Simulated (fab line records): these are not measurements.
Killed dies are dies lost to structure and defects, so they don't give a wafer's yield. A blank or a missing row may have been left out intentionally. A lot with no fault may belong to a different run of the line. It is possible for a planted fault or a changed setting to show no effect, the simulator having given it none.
Comparing a struck lot with a sound one ; flow n5-finfet ; 19 steps out of a route of 1938
Sound: wafers L292.1, L292.4, L292.5. Struck: wafer L299.1; the same lot's L299.4 was not struck, so it is left out; see the end for the cause.
Order at every step that has rows: each side's tool, ch and its chambers, its first start. Under that, the readings that differ: sound wafers ; struck wafers ; difference of the means ; sigmas: that difference in standard deviations of wafers without a fault.
alike: a reading whose means differ by less than 2 such deviations, as well as words and numbers matching on both sides. not compared: withheld readings; readings where some wafer has no value; bounds like >300 that might hide an equal value; numbers whose values overlap and for which the record gives no deviation.
The two part at a step that has a row with sigmas, a row that says differs or no value, or rows on one side only. Numbers that have no deviation but don't overlap get no sigmas and don't part them. Lack of a reading on every wafer of one side parts them only where that side has two or more wafers.

first, 4 steps without rows for these wafers: N5_BEOL_M12_ETCH_68 (etches SOC in N2/H2, time 285 s); N5_BEOL_M12_STRIP_69 (strips in N2/H2); N5_BEOL_M12_TRENCH_ETCH_34 (etches SiOC in C4F8/O2/Ar, target depth 318.95 nm, time 125.5 s); N5_BEOL_M12_STRIP_70 (strips in C4F8/O2/Ar).
N5_BEOL_M12_OCD_MEAS_35:
  sound: ocd-01 at day 11 11:20; struck: ocd-01 at day 13 08:23
  alike: trench-depth-nm
N5_BEOL_M12_STRIP_37: strips in N2/H2.
  sound on plasma-asher-01 ch 0,1, day 11 11:23; struck on plasma-asher-02 ch 0, day 13 08:25
  alike: drypump-motor-current-A, heater-power-w, oes-product-au
  not compared: rf-hours-counter-h
N5_BEOL_M12_ETCH_38: etches SiCN in CF4/N2, target depth 68.7 nm, time 73.4 s.
  sound on rie-diel-02 ch 0,1,3, day 11 13:44; struck on rie-diel-02 ch 2, day 13 09:13
reading;sound;struck;difference;sigmas
drypump-motor-current-A (A);5.8 5.4 5.9;6.7;+1.0;+2
  alike: oes-product-au, rf-vpp-V, showerhead-plenum-p-Torr, throttle-valve-pct
  not compared: rf-hours-counter-h
then, 2 steps without rows for these wafers: N5_BEOL_M12_PRECLEAN_39 (cleans in residue remover, time 60 s); N5_BEOL_M12_SRD_40 (time 30 s, dry time 30 s).
N5_BEOL_M12_DEGAS_41: time 60 s.
  sound: pvd-sputter-01 at day 11 14:02; struck: pvd-sputter-02 at day 13 10:14
reading;sound;struck;difference;sigmas
heater-power-w (W);290 349 285;381;+73;+2
N5_BEOL_M12_PRE_CLEAN_42: time 30 s.
  sound: pvd-sputter-01 at day 11 14:05; struck: pvd-sputter-02 at day 13 10:16
reading;sound;struck;difference;sigmas
heater-power-w (W);284 356 282;388;+81;+2
then, 1 step without rows for these wafers: N5_BEOL_M12_SPUTTER_43 (material TaN, target thk 15 nm, time 24.19 s).
N5_BEOL_M12_SPUTTER_44: material Ta, target thk 10 nm, time 16.13 s.
  sound: pvd-sputter-01 at day 11 14:12; struck: pvd-sputter-02 at day 13 10:23
reading;sound;struck;difference;sigmas
model.Ta_of_BEOL_M12_SPUTTER_44.thk-nm (nm);10 10 10;4.4;-5.6;
  alike: throttle-valve-pct
then, 2 steps without rows for these wafers: N5_BEOL_M12_SPUTTER_45 (material Cu, target thk 80 nm, time 13.33 s); N5_BEOL_M12_ECD_47 (material Cu, target thk 720 nm).
N5_BEOL_M12_ANNEAL_48: time 90 s.
  sound on rtp-anneal-02 ch 0, day 11 14:32; struck on rtp-anneal-01 ch 0, day 13 10:44
reading;sound;struck;difference;sigmas
wafer_temp_C_max;225.52 225.84 225.59;226.23;+0.58;+2
  alike: anneal-temp-c-max
N5_BEOL_M12_CMP_49: polishes, stops on SiOC, t overpolish 20.6 s, target thk 320 nm.
  sound on cmp-04 ch 0,1,2, day 11 14:52; struck on cmp-04 ch 2, day 13 11:07
reading;sound;struck;difference;sigmas
barrier-field-endpoint-s (s);30.7 31.0 30.9;22.6;-8.3;-13
  alike: motor-current-A
N5_BEOL_M12_THK_MEAS_50: measures by xrf.
  sound: film-metro-02 at day 11 15:08; struck: film-metro-01 at day 13 11:20
reading;sound;struck;difference;sigmas
M12_THK (nm);315 318 315;330;+14;+3
N5_PASSIVATION_PROBE_49:
  sound: prober-02 at day 13 04:38; struck: prober-01 at day 14 21:27
reading;sound;struck;difference;sigmas
killed-dies;96 95 86;125;+33;+2
killed-on-rim;10 12 8;18;+8;+2
sort_bin_6_memory (%);2.7 2.8 2.6;4.6;+1.9;+3
sort-n-pass;1084 1085 1094;1055;-33;-2
  alike: defect-limited-yield, killed_at_M0_to_M3, killed_at_M4_up, killed-at-contacts, killed-at-front-end, killed-at-other, killed-open, killed-short, sort_bin_5_function, sort-yield-pct

== WHERE THEY PART ==
Last at N5_PASSIVATION_PROBE_49 as far as this record goes, first at N5_BEOL_M12_ETCH_38.

WHY: what had been put in by the simulator
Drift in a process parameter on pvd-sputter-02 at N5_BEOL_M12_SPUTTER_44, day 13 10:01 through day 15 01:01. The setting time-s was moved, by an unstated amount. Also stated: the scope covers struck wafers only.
